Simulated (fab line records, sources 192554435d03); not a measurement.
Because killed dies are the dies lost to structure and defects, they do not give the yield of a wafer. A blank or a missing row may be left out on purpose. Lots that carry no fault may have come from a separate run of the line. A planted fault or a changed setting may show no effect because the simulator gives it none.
Which tool is to blame? ; flow n5_finfet ; 9 lots with 27 wafers sampled at 3 steps, on a route of 1938 steps

WHAT THE GAUGES READ, wafer by wafer
N5_BEOL_M12_THK_MEAS_01.
lot;measured;on;M12_ILD_THK (nm)
L543;day 10 22:00;film_metro-01;653 679 665
L545;day 11 01:49;film_metro-01;646 654 660
L548;day 11 11:16;film_metro-02;663 666 679
L550;day 12 01:44;film_metro-01;653 663 656
L552;day 12 11:51;film_metro-02;653 668 668
L557;day 14 14:19;film_metro-02;740 655 662
L562;day 15 12:46;film_metro-01;654 660 666
L563;day 15 14:33;film_metro-01;662 658 674
L566;day 16 23:16;film_metro-02;652 656 658

WHAT TOOL EACH LOT RAN ON (gives the tool, then ch and the chambers of the sampled wafers, and finally the start)
lot;N5_BEOL_M11_ETCH_66;N5_BEOL_M12_ILD_DEP_00
L543;rie_diel-03 ch 2,3, day 10 18:52;pecvd-01 ch 0,2, day 10 21:52
L545;rie_diel-01 ch 1,2,3, day 10 21:09;pecvd-02 ch 1,2, day 11 01:41
L548;rie_diel-04 ch 1,2, day 11 06:46;pecvd-04 ch 0,1,2, day 11 11:08
L550;rie_diel-01 ch 0,2,3, day 11 20:59;pecvd-04 ch 1,2, day 12 01:36
L552;rie_diel-04 ch 1,2, day 12 08:32;pecvd-04 ch 0,2, day 12 11:43
L557;rie_diel-04 ch 0,2,3, day 14 10:40;pecvd-04 ch 1,2, day 14 14:11
L562;rie_diel-03 ch 0,1,3, day 15 08:53;pecvd-02 ch 1,2, day 15 12:38
L563;rie_diel-04 ch 0,1,2, day 15 10:59;pecvd-02 ch 0,1,2, day 15 14:25
L566;rie_diel-03 ch 1,2,3, day 16 19:32;pecvd-01 ch 0,1, day 16 23:08
- N5_BEOL_M11_ETCH_66: etches SOC in N2/H2, target depth 120 nm, overetch 24 nm, time 180 s.
- N5_BEOL_M12_ILD_DEP_00: deposits SiOC from DEMS/O2, target thk 658.92 nm, time 130.7 s.

THE ANSWER, worked out from the rows above alone
Rule: the lots themselves supply what counts as usual. The widest of any qualifying gaps counts: lots, ordered by their means at a reading, are off when they make up no more than a third of the lots, leave a main group of 4 or more, and stand apart from it by 3 or more times the standard deviation of that group's means. The tables above print the reading to a certain number of digits; a main group whose means all agree to those digits is not used. Also off: a lot with no number at a reading for which 4 or more lots have one. All remaining lots with rows at the step are treated as sound.
Off: L557, at N5_BEOL_M12_THK_MEAS_01 (M12_ILD_THK). The main group: mean 661 nm, standard deviation 5.2.
If a tool, at a process step before that reading, ran all the lots that are off and no sound lot after the first of them, it fits. Gauges at N5_BEOL_M12_THK_MEAS_01: tried the same way as those tools. One candidate fits, namely pecvd-04 at N5_BEOL_M12_ILD_DEP_00. Its last sound lot is L552 (day 12 11:43), its first lot that is off L557 (day 14 14:11): a fault that began between those two fits.

WHAT THE SIMULATOR PUT IN
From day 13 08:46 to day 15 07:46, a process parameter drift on pecvd-04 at N5_BEOL_M12_ILD_DEP_00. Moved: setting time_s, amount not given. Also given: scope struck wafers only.
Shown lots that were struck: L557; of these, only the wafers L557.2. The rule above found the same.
